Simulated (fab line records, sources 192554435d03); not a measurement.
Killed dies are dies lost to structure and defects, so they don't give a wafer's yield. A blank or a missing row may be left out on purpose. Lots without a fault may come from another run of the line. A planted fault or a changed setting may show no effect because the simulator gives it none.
Which tool did it? | flow n5_finfet | 7 lots, 20 wafers sampled, at 1 step of a route of 1938

WHAT THE GAUGES READ, wafer by wafer
N5_BEOL_M11_THK_MEAS_01.
lot  | measured     | on            | M11_ILD_THK (nm)
L526 | day 10 12:42 | film_metro-01 | 261 273
L530 | day 11 14:32 | film_metro-01 | 265 276 271
L536 | day 12 20:46 | film_metro-01 | 267 275 275
L539 | day 13 16:26 | film_metro-01 | 265 267 271
L543 | day 14 09:45 | film_metro-01 | 268 271 271
L546 | day 15 06:12 | film_metro-02 | 266 271 274
L548 | day 15 21:03 | film_metro-01 | 269 263 269

WHICH TOOL RAN EACH LOT (tool, then ch and the chambers of the sampled wafers, then the start)
The record holds no process step before these readings.

THE ANSWER, worked out from the rows above alone
Rule: what is usual is taken from the lots themselves. Put in order of their means at a reading, lots are off if they are a third of the lots or fewer, leave a main group of 4 or more, and stand apart from it by a gap of 3 or more times the standard deviation of the main group's means; of several such gaps the widest counts. A main group whose means are all the same, to the digits that the tables above print for the reading, isn't used. A lot without any number at a reading at which 4 lots or more have one is off too. The other lots that the step has rows for count as sound.
No lot is off at any reading shown: from this, nothing can be told.

WHAT THE SIMULATOR HAD PUT IN
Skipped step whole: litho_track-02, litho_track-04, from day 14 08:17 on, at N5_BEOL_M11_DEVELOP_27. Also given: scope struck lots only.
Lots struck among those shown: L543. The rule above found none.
